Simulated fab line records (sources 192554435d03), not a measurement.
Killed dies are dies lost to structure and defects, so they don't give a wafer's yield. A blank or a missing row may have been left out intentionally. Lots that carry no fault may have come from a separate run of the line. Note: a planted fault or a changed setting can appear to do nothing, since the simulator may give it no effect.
fab line records	flow n5_finfet
record: lots: 10	wafers: 26	last_day: 17
route steps=1938 shown SD_EPI_N@274 SD_EPI_P@321 SD_ACTIVATION@331 BEOL_M4@1111 PASSIVATION@1936
lots that met no fault: taken from a fault-free run of the same line
start_h: hours from the record's opening day to when the first of the lot's shown wafers began	wait_h: how many hours have passed since the lot's step before this one	" identical to the entry in the row above	L1.1+2: a row that stands for several wafers	- no value, or no start given	* or withheld: withheld	< > ~ a bound
route shown NAME@n: a module of which the file shows steps, and the number in the route of the first	usual: average and standard deviation across the fault-free wafers	same: alike in all rows	chamber/n: place in a boat	sites: per-site readings	_std_site: their standard deviation	_edge_site: outer sites' mean less inner sites'	radius_mm: for every site, how far away it sits from the centre of the wafer	mask NAME#n: copy n	behind: the tool/chamber that last shaped the wafer	hold: the reason the lot was held/the length of the hold in hours/how it ended	device: the transistor (n, p or np) that didn't switch	end of line: tests of these same wafers at the route's end	for a step that has no rows: nothing shown but its recipe	killed: the dies lost at the first sort to structure and to defects; this is not the yield of the wafer	map: dies across one wafer; x = killed, . = not, _ = none there
set.NAME: the setting that was run; set.NAME@STEP: the one run at that earlier step	model.NAME: the simulator's own value behind a step, which no gauge read
a sample of lots followed through the steps of the route, with each step as a table and each wafer as a row
services: from which hour (start_h, from the record's first day; less than 0 if before it) a tool's chamber was out of use, for how many hours, and why
== steps ==
step: N5_SD_EPI_N_ETCH_34
recipe: chemistry: CF4	target: SiARC	target_depth_a: 455	mask_material: CAR-ArF-block	time_s: 75.8	ion_energy_ev: 80	pressure_mtorr: 40	source_w: 545	bias_w: 36	Ar_flow_sccm: 100	cf4_flow_sccm: 100	ends: cleared
usual: bias_w: 36.00/0.1	drypump_motor_current_A: 5.5/0.53	etch_rf_on_time_s: 76.7/2.9	mfc_ar_sccm: 100.0/0.3	oes_product_au: 0.67/0.09	rf_vpp_V: 184.0/1	showerhead_plenum_p_Torr: 2.14/0.049	throttle_valve_pct: 15.69/0.25
lot.wafer	tool	chamber	start_h	wait_h	bias_w	drypump_motor_current_A	etch_rf_on_time_s	mfc_ar_sccm	oes_product_au	rf_hours_counter_h	rf_vpp_V	showerhead_plenum_p_Torr	throttle_valve_pct
L561.1	rie_diel-06	1	52.08	0.0	35.89	5.9	79.7	99.5	0.59	181	184.2	2.13	15.92
L561.3	"	3	"	"	36.04	4.8	79.4	100.0	0.61	159	184.3	2.23	15.80
L561.5	"	1	"	"	36.00	5.9	79.2	99.7	0.60	-	183.6	2.13	15.91
L563.3	rie_diel-05	1	60.88	0.0	36.07	5.1	77.7	100.3	0.57	247	183.5	2.18	15.80
L563.4	"	0	"	"	35.92	5.9	72.7	99.7	0.85	1	184.6	2.11	15.59
L566.1	rie_diel-05	0	79.73	0.0	36.08	5.9	73.0	100.0	0.82	8	184.1	2.11	15.59
L566.5	"	2	"	"	36.05	4.8	72.4	100.6	0.67	-	184.0	2.06	15.63
L567.2	rie_diel-05	2	83.76	0.0	35.90	4.8	72.9	100.0	0.66	129	182.2	2.06	15.62
L567.3	"	0	"	"	36.10	5.9	73.9	100.3	0.81	11	182.5	2.11	15.60
L567.6	"	3	"	"	36.13	6.1	81.0	99.8	0.62	-	184.7	2.14	15.75
L570.1	rie_diel-05	3	107.84	0.0	35.82	6.1	81.8	99.9	0.59	172	184.9	2.13	15.78
L570.3	"	2	"	"	36.09	4.8	72.6	100.2	0.66	138	182.2	2.06	15.64
L570.4	"	0	"	"	35.94	5.8	74.1	99.9	0.79	19	184.7	2.11	15.63
L575.4	rie_diel-03	2	137.18	0.0	36.05	5.8	75.0	99.8	0.79	-	183.7	2.17	15.21
L575.5	"	0	"	"	35.93	6.3	79.9	100.1	0.57	-	182.5	2.14	16.11
L575.6	"	3	"	"	36.01	5.5	76.5	99.9	0.60	-	186.1	2.19	15.88
L576.2	rie_diel-06	3	141.79	0.0	35.98	4.8	77.7	99.9	0.60	193	184.7	2.22	15.86
L576.6	"	3	"	"	36.11	4.8	77.9	100.0	0.59	-	184.3	2.22	15.87
L577.3	rie_diel-05	2	148.17	0.0	35.96	4.8	72.9	100.2	0.65	155	184.0	2.05	15.68
L577.5	"	1	"	"	36.00	5.1	77.4	99.8	0.74	-	184.4	2.17	15.36
L583.1	rie_diel-05	1	180.88	0.0	36.18	5.1	78.9	100.1	0.72	35	185.7	2.17	15.37
L583.4	"	2	"	"	36.02	4.8	74.0	99.9	0.64	168	183.2	2.05	15.68
L583.6	"	2	"	"	36.03	4.8	73.5	100.1	0.63	-	183.3	2.05	15.71
L584.3	rie_diel-03	0	187.70	0.0	36.19	6.2	78.6	99.7	0.82	5	183.7	2.13	15.70
L584.4	"	2	"	"	36.06	5.8	74.3	100.4	0.77	43	183.9	2.17	15.25
L584.6	"	2	"	"	36.00	5.8	74.3	99.9	0.77	-	186.3	2.17	15.25
step: N5_SD_EPI_N_LINER_46
recipe: material: SiNx	target_thk_a: 30	temp_c: 400	ald_precursor_family: SiH2I2	ald_co_reactant: N2/H2-plasma	pressure_torr: 2
usual: heater_power_w: 860/110
lot.wafer	tool	chamber	start_h	wait_h	heater_power_w
L561.1	ald_sin-03	0	55.76	0.2	823
L561.3	"	3	"	"	961
L561.5	"	2	"	"	923
L563.3	ald_sin-01	2	64.54	0.1	1081
L563.4	"	2	"	"	1082
L566.1	ald_sin-02	2	83.52	0.3	891
L566.5	"	2	"	"	831
L567.2	ald_sin-02	2	87.44	0.1	877
L567.3	"	0	"	"	795
L567.6	"	1	"	"	826
L570.1	ald_sin-02	3	112.70	1.1	895
L570.3	"	1	"	"	823
L570.4	"	0	"	"	799
L575.4	ald_sin-01	0	141.70	0.1	631
L575.5	"	3	"	"	859
L575.6	"	0	"	"	633
L576.2	ald_sin-01	2	145.49	0.1	1070
L576.6	"	1	"	"	888
L577.3	ald_sin-01	3	153.03	1.3	820
L577.5	"	2	"	"	1053
L583.1	ald_sin-03	2	185.73	1.3	928
L583.4	"	3	"	"	927
L583.6	"	2	"	"	908
L584.3	ald_sin-03	3	191.38	0.1	952
L584.4	"	2	"	"	917
L584.6	"	1	"	"	754
step: N5_SD_EPI_P_EPI_21
recipe: material: SiGe:B	dopant: B	temp_c: 550	pressure_torr: 20	ambient: H2	time_s: 355
usual: chamber_pressure_Torr: 20.00/0.043
lot.wafer	tool	chamber	start_h	wait_h	chamber_pressure_Torr
L561.1	epi_rpcvd-02	0	57.88	0.1	20.09
L561.3	"	0	"	"	20.02
L561.5	"	0	"	"	20.02
L563.3	epi_rpcvd-04	0	67.38	0.8	20.00
L563.4	"	0	"	"	19.96
L566.1	epi_rpcvd-02	0	85.68	0.1	20.06
L566.5	"	0	87.12	1.5	20.08
L567.2	epi_rpcvd-03	0	89.88	0.5	19.95
L567.3	"	0	"	"	20.07
L567.6	"	0	91.32	1.8	20.00
L570.1	epi_rpcvd-03	0	114.78	0.1	20.07
L570.3	"	0	"	"	19.99
L570.4	"	0	"	"	20.01
L575.4	epi_rpcvd-04	0	144.89	1.1	20.02
L575.5	"	0	"	"	20.05
L575.6	"	0	"	"	20.01
L576.2	epi_rpcvd-03	0	147.94	0.5	19.97
L576.6	"	0	149.38	1.8	19.98
L577.3	epi_rpcvd-02	0	155.71	0.8	19.99
L577.5	"	0	"	"	20.02
L583.1	epi_rpcvd-04	0	187.95	0.1	15.88
L583.4	"	0	189.03	1.1	15.85
L583.6	"	0	"	"	15.86
L584.3	epi_rpcvd-04	0	194.15	0.8	15.80
L584.4	"	0	"	"	15.84
L584.6	"	0	"	"	15.90
step: N5_SD_EPI_P_EPI_MEAS_23
recipe: mode: xrd
usual: thk_nm: 60.8/1.2
lot.wafer	tool	chamber	start_h	wait_h	thk_nm
L561.1	film_metro-01	-	60.07	1.8	61.9
L561.3	"	-	"	"	62.2
L561.5	"	-	"	"	59.4
L563.3	film_metro-02	-	68.86	1.1	61.3
L563.4	"	-	"	"	58.8
L566.1	film_metro-02	-	87.88	1.8	60.3
L566.5	"	-	"	"	59.7
L567.2	film_metro-02	-	91.72	1.5	61.1
L567.3	"	-	"	"	60.9
L567.6	"	-	"	"	59.7
L570.1	film_metro-01	-	116.98	1.8	61.2
L570.3	"	-	"	"	61.2
L570.4	"	-	"	"	60.6
L575.4	film_metro-02	-	146.02	0.8	62.5
L575.5	"	-	"	"	60.8
L575.6	"	-	"	"	61.3
L576.2	film_metro-02	-	149.78	1.5	59.5
L576.6	"	-	"	"	59.2
L577.3	film_metro-01	-	157.19	1.1	61.1
L577.5	"	-	"	"	60.5
L583.1	film_metro-01	-	190.15	1.8	56.1
L583.4	"	-	"	"	55.9
L583.6	"	-	"	"	54.5
L584.3	film_metro-02	-	195.63	1.1	56.3
L584.4	"	-	"	"	56.7
L584.6	"	-	"	"	56.2
step: N5_SD_ACTIVATION_LSA_01
recipe: temp_c: 1080	time_s: 0.0008	ambient: N2
usual: wafer_temp_C_max: 1085.0/1.4
lot.wafer	tool	chamber	start_h	wait_h	wafer_temp_C_max
L561.1	laser_anneal-01	0	62.08	1.6	1085.2
L561.3	"	0	"	"	1085.6
L561.5	"	0	"	"	1083.0
L563.3	laser_anneal-01	0	69.33	0.2	1084.7
L563.4	"	0	"	"	1084.5
L566.1	laser_anneal-01	0	88.28	0.2	1083.7
L566.5	"	0	"	"	1083.5
L567.2	laser_anneal-01	0	92.33	0.3	1083.1
L567.3	"	0	"	"	1083.9
L567.6	"	0	"	"	1083.7
L570.1	laser_anneal-01	0	117.40	0.2	1084.6
L570.3	"	0	"	"	1085.0
L570.4	"	0	"	"	1084.1
L575.4	laser_anneal-02	0	146.50	0.2	1086.8
L575.5	"	0	"	"	1087.9
L575.6	"	0	"	"	1086.7
L576.2	laser_anneal-01	0	150.38	0.2	1083.8
L576.6	"	0	"	"	1086.1
L577.3	laser_anneal-02	0	157.65	0.2	1086.4
L577.5	"	0	"	"	1084.9
L583.1	laser_anneal-01	0	190.55	0.2	1084.6
L583.4	"	0	"	"	1084.9
L583.6	"	0	"	"	1084.3
L584.3	laser_anneal-02	0	196.26	0.2	1085.8
L584.4	"	0	"	"	1085.9
L584.6	"	0	"	"	1085.5
step: N5_SD_ACTIVATION_RS_MEAS_03
recipe: thk_meas_gauge: four-point-probe
usual: RS_SD_N: 21.9/0.38	RS_SD_P: 56.0/1.1
lot.wafer	tool	chamber	start_h	wait_h	RS_SD_N[ohm/sq]	RS_SD_P[ohm/sq]
L561.1	film_metro-02	-	62.30	0.2	21.7	56.7
L561.3	"	-	"	"	21.5	57.1
L561.5	"	-	"	"	21.7	57.5
L563.3	film_metro-02	-	69.52	0.2	22.3	55.2
L563.4	"	-	"	"	22.0	56.9
L566.1	film_metro-01	-	88.48	0.2	21.7	55.7
L566.5	"	-	"	"	22.0	55.6
L567.2	film_metro-01	-	92.53	0.2	22.5	55.8
L567.3	"	-	"	"	22.3	56.4
L567.6	"	-	"	"	22.6	56.5
L570.1	film_metro-01	-	117.61	0.2	21.7	55.6
L570.3	"	-	"	"	21.9	55.5
L570.4	"	-	"	"	21.6	55.2
L575.4	film_metro-02	-	146.68	0.1	21.4	56.1
L575.5	"	-	"	"	21.1	56.8
L575.6	"	-	"	"	21.2	56.6
L576.2	film_metro-01	-	150.58	0.2	22.0	56.3
L576.6	"	-	"	"	22.3	56.6
L577.3	film_metro-02	-	157.83	0.2	21.9	57.4
L577.5	"	-	"	"	21.9	57.6
L583.1	film_metro-02	-	190.75	0.2	21.7	66.0
L583.4	"	-	"	"	21.5	66.6
L583.6	"	-	"	"	22.2	66.2
L584.3	film_metro-01	-	196.45	0.2	21.6	64.0
L584.4	"	-	"	"	21.6	64.7
L584.6	"	-	"	"	21.8	63.9
step: N5_BEOL_M4_RC_MEAS_101
usual: DIBL_N: 36.9/2.1	DIBL_P: 37.1/2.5	IOFF_N: 0.17/0.039	IOFF_P: 0.23/0.043	ION_N: 673/15	ION_P: 462/9.1	REXT_P: 100.8/2.7	RS_SD_P: 65.8/1.2	SS_N: 71.8/0.69	SS_P: 73.6/0.74	VT_N: 250/3.6	VT_P: -249.7/2.9
lot.wafer	tool	chamber	start_h	wait_h	DIBL_N[mV/V]	DIBL_P[mV/V]	IOFF_N[nA/um]	IOFF_P[nA/um]	ION_N[uA/um]	ION_P[uA/um]	REXT_P[ohm.um]	RS_SD_P[ohm/sq]	SS_N[mV/dec]	SS_P[mV/dec]	VT_N[mV]	VT_P[mV]
L563.3	prober-02	0	181.22	0.3	40.9	43.9	0.29	0.35	703	476	98.6	65.4	72.5	75.0	241	-245.6
L563.4	"	0	"	"	39.4	41.2	0.23	0.29	682	461	99.4	66.4	72.1	74.2	245	-245.4
L561.1	prober-01	0	185.58	0.0	37.9	37.0	0.18	0.19	674	447	103.2	66.9	71.8	73.2	248	-249.9
L561.3	"	0	"	"	39.5	40.3	0.22	0.23	687	456	105.3	67.3	71.9	74.3	247	-250.1
L561.5	"	0	"	"	37.5	36.5	0.16	0.17	664	444	103.6	68.1	72.2	73.8	253	-252.8
L566.1	prober-01	0	195.75	0.0	38.2	38.3	0.17	0.27	664	468	96.5	65.7	71.4	73.9	247	-245.9
L566.5	"	0	"	"	40.7	40.6	0.23	0.31	681	468	97.7	65.4	72.2	74.6	247	-244.4
L567.2	prober-01	0	198.34	0.2	35.2	34.9	0.13	0.19	657	453	100.4	65.7	71.6	72.6	254	-252.9
L567.3	"	0	"	"	38.6	38.4	0.20	0.26	673	462	99.1	66.6	71.9	73.9	250	-246.8
L567.6	"	0	"	"	39.4	39.8	0.21	0.27	680	467	98.8	66.4	71.9	73.5	245	-245.6
L570.1	prober-01	0	224.72	0.0	43.2	41.7	0.28	0.34	689	465	98.9	64.6	73.0	75.6	243	-247.7
L570.3	"	0	"	"	38.0	35.4	0.17	0.21	659	447	100.0	65.8	71.8	73.8	251	-252.2
L570.4	"	0	"	"	35.8	34.8	0.14	0.21	682	467	99.8	65.6	70.4	73.4	250	-249.3
L575.4	prober-01	0	257.96	0.5	38.0	37.7	0.16	0.23	663	456	103.7	65.2	71.7	73.1	253	-248.8
L575.5	"	0	"	"	36.4	35.8	0.13	0.19	664	461	104.3	65.7	70.7	73.1	257	-252.7
L575.6	"	0	"	"	38.3	39.0	0.18	0.26	683	469	103.1	65.7	71.3	74.0	250	-245.5
L576.2	prober-02	0	259.98	0.2	39.5	38.7	0.20	0.21	673	460	100.7	66.8	72.6	74.1	250	-253.2
L576.6	"	0	"	"	37.3	38.4	0.16	0.21	678	463	101.6	66.0	71.5	73.8	250	-253.3
L577.3	prober-01	0	272.69	0.3	38.7	39.0	0.19	0.24	689	465	102.9	67.5	72.4	72.8	246	-249.5
L577.5	"	0	"	"	40.3	41.2	0.20	0.27	695	474	101.7	67.4	72.6	73.8	246	-246.3
L583.1	prober-02	0	302.10	0.0	37.3	35.7	0.17	0.18	681	449	110.4	76.6	72.1	73.3	248	-254.7
L583.4	"	0	"	"	33.3	31.9	0.11	0.13	664	442	111.1	77.1	70.4	72.3	254	-258.2
L583.6	"	0	"	"	37.4	36.7	0.19	0.20	700	460	110.9	77.8	71.9	73.3	245	-254.8
L584.3	prober-01	0	302.48	0.3	37.6	38.2	0.22	0.22	701	464	110.3	75.1	72.9	73.9	245	-249.1
L584.4	"	0	"	"	34.0	34.8	0.15	0.17	686	460	111.0	75.3	71.6	73.0	247	-253.4
L584.6	"	0	"	"	39.7	42.3	0.27	0.30	712	472	110.3	74.0	73.2	75.5	242	-249.4
step: N5_PASSIVATION_PROBE_49
usual: defect_limited_yield: 91.3/1.4	killed_at_M0_to_M3: 32/9.5	killed_at_M4_up: 14/5.2	killed_at_contacts: 13/5.7	killed_at_front_end: 41/12	killed_at_other: 3.5/2.6	killed_dies: 103/17	killed_open: 68/14	killed_short: 32/7	sort_bin_4_leakage: 0.01/0.051	sort_bin_5_function: 5.0/0.91	sort_bin_6_memory: 3.3/0.7	sort_bin_8_speed: 0.03/0.22	sort_n_pass: 1076/17	sort_yield_pct: 91.2/1.4
same: gross_dies: 1180	killed_at_back_side: 0
lot.wafer	tool	chamber	start_h	wait_h	defect_limited_yield[%]	killed_at_M0_to_M3	killed_at_M4_up	killed_at_contacts	killed_at_front_end	killed_at_other	killed_dies	killed_open	killed_short	sort_bin_4_leakage[%]	sort_bin_5_function[%]	sort_bin_6_memory[%]	sort_bin_8_speed[%]	sort_n_pass	sort_yield_pct[%]
L583.4	prober-02	-	407.31	0.2	91.1	35	9	17	40	4	105	64	33	0	5.0	3.1	1.19	1061	89.9
L584.3	prober-02	-	408.90	0.1	90.3	38	12	13	46	6	115	73	31	0	5.6	3.3	0	1065	90.3
killed by level:class
L583.4 MOL_CONTACT_COAG:geometric_particle:open=12 FIN_SAQP:geometric_particle:open=9 FIN_SAQP:geometric_particle:short=8 BEOL_M2:geometric_particle:open=8 BEOL_M0_SAQP:geometric_particle:open=7 HKMG_FIN:area_etch=6 MOL_CONTACT_COAG:geometric_particle:short=5 BEOL_M0_SAQP:geometric_particle:short=5
L584.3 BEOL_M2:geometric_particle:open=12 FIN_SAQP:geometric_particle:open=11 MOL_CONTACT_COAG:geometric_particle:open=10 HKMG_FIN:area_etch=10 BEOL_M5:geometric_particle:open=6 BEOL_M0_SAQP:geometric_particle:open=6 BEOL_M3:geometric_particle:open=6 BEOL_M0_SAQP:geometric_particle:short=5
== services ==
tool	chamber	start_h	hours	kind
laser_anneal-02	-	33.46	75.7	repair
laser_anneal-01	-	38.40	3.6	repair
ald_sin-01	-	39.70	2.8	pm
ald_sin-01	0	48.83	4.5	repair
ald_sin-02	1	57.24	1.4	repair
ald_sin-01	0	60.50	4.5	repair
laser_anneal-01	-	60.67	1.4	pm
rie_diel-03	0	77.63	53.1	repair
ald_sin-02	3	78.35	9.7	repair
ald_sin-01	-	85.25	14.0	pm
ald_sin-03	-	96.95	6.1	pm
rie_diel-03	2	97.15	3.3	repair
ald_sin-01	-	99.25	14.6	pm
rie_diel-06	0	100.78	9.1	repair
epi_rpcvd-02	-	115.82	8.1	pm
rie_diel-06	-	119.48	4.4	repair
epi_rpcvd-04	-	129.78	2.8	pm
ald_sin-03	3	142.57	3.6	repair
rie_diel-03	-	158.24	0.4	repair
rie_diel-03	3	168.79	4.2	repair
ald_sin-02	-	176.82	14.0	pm
laser_anneal-02	-	182.52	0.8	repair
laser_anneal-02	-	188.28	4.9	pm
ald_sin-02	-	192.50	2.8	pm
== key ==
first_sign: step: N5_SD_EPI_P_EPI_21	reading: chamber_pressure_Torr	direction: down	sigmas: 95	usual: 20.00	struck: 15.85
effect: step: N5_SD_EPI_P_EPI_MEAS_23	reading: thk_nm	direction: down	sigmas: 3.9	usual: *	struck: *
effect: step: N5_SD_ACTIVATION_RS_MEAS_03	reading: RS_SD_P	direction: up	sigmas: 8.6	usual: 56.0	struck: 65.2
effect: step: N5_BEOL_M4_RC_MEAS_101	reading: RS_SD_P	direction: up	sigmas: 8.8	usual: 65.8	struck: 76.0
effect: step: N5_BEOL_M4_RC_MEAS_101	reading: REXT_P	direction: up	sigmas: 3.6	usual: 100.8	struck: 110.7
met_at N5_SD_EPI_P_EPI_21
struck_lots L583,L584
baseline_loss: step: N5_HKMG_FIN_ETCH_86	wafers: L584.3
not_acting_at N5_SD_EPI_N_ETCH_34,N5_SD_EPI_N_LINER_46,N5_SD_ACTIVATION_LSA_01
onset_between 144.89 187.95
fault: kind: process_parameter_drift	tool: epi_rpcvd-04	chamber: -	onset_h: 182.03	steps: N5_SD_EPI_P_EPI_21	channel: pressure_torr	offset: -4.1206	shape: step	end_h: 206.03	acts_in: these_recipes_only	stated: 20
baseline_loss: these wafers lose ten dies or more at that step, a loss of the line's own and not of a fault; the sort's usual values leave them out
